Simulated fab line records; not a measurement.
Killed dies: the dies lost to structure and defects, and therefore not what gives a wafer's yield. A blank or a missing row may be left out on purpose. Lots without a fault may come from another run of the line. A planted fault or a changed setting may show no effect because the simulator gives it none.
Matching of chambers + flow n5_finfet + 4 sister chambers for N5_DUMMY_GATE_ETCH_37 on rie_diel-03
The step etches SOC in N2/H2, target depth 60 nm, overetch 30 nm. 14 wafers are shown with their chamber, then 7 later ones without.

== EACH WAFER AND ITS CHAMBER ==
| wafer  | chamber | oes_product_au (a.u.) | throttle_valve_pct (%) | showerhead_plenum_p_Torr (Torr) |
|--------|---------|-----------------------|------------------------|---------------------------------|
| L077.4 | 2       | 0.60                  | 17.8                   | 2.65                            |
| L077.5 | 0       | 0.60                  | 17.5                   | 2.65                            |
| L077.6 | 1       | 0.62                  | 17.8                   | 2.65                            |
| L080.1 | 2       | 0.60                  | 17.8                   | 2.65                            |
| L080.4 | 3       | 0.79                  | 17.7                   | 2.61                            |
| L080.6 | 2       | 0.60                  | 17.8                   | 2.65                            |
| L083.1 | 2       | 0.59                  | 17.8                   | 2.65                            |
| L083.4 | 3       | 0.76                  | 17.7                   | 2.61                            |
| L083.5 | 1       | 0.61                  | 17.8                   | 2.64                            |
| L085.2 | 1       | 0.60                  | 17.9                   | 2.64                            |
| L085.3 | 2       | 0.59                  | 17.8                   | 2.64                            |
| L085.4 | 0       | 0.60                  | 17.5                   | 2.65                            |
| L091.1 | 2       | 0.58                  | 17.9                   | 2.64                            |
| L091.2 | 0       | 0.59                  | 17.5                   | 2.64                            |

SIGNATURES (averages over the wafers above)
| reading                  | chamber 0 | chamber 1 | chamber 2 | chamber 3 | scatter within a chamber |
|--------------------------|-----------|-----------|-----------|-----------|--------------------------|
| oes_product_au           | 0.5967    | 0.6100    | 0.5933    | 0.7750    | 0.0102                   |
| throttle_valve_pct       | 17.500    | 17.833    | 17.817    | 17.700    | 0.0387                   |
| showerhead_plenum_p_Torr | 2.6467    | 2.6433    | 2.6467    | 2.6100    | 0.00516                  |
Rule: distance of a wafer from a chamber = root of the sum over the readings of ((wafer's reading minus chamber's mean) / reading's scatter) squared. If the next closest chamber is less than 2 further off than the closest, the wafer can't be placed; otherwise it belongs to the closest. How the scatter is found: for the shown wafers, subtract from each reading the mean of its chamber, square and add these, divide the total by (wafers less chambers), then take the root.

== WAFERS WITHOUT THEIR CHAMBER ==
| wafer  | oes_product_au (a.u.) | throttle_valve_pct (%) | showerhead_plenum_p_Torr (Torr) |
|--------|-----------------------|------------------------|---------------------------------|
| L091.4 | 0.72                  | 17.7                   | 2.61                            |
| L092.2 | 0.72                  | 17.7                   | 2.61                            |
| L092.4 | 0.59                  | 17.5                   | 2.64                            |
| L092.5 | 0.59                  | 17.5                   | 2.64                            |
| L097.4 | 0.70                  | 17.7                   | 2.60                            |
| L097.5 | 0.58                  | 17.5                   | 2.64                            |
| L097.6 | 0.70                  | 17.7                   | 2.60                            |

== EACH ONE'S CHAMBER ==
| wafer  | from the rows above | in truth |
|--------|---------------------|----------|
| L091.4 | 3                   | 3        |
| L092.2 | 3                   | 3        |
| L092.4 | 0                   | 0        |
| L092.5 | 0                   | 0        |
| L097.4 | 3                   | 3        |
| L097.5 | 0                   | 0        |
| L097.6 | 3                   | 3        |
7 of 7 placed correctly. Not placeable from these rows: 0. 0 placed wrongly.
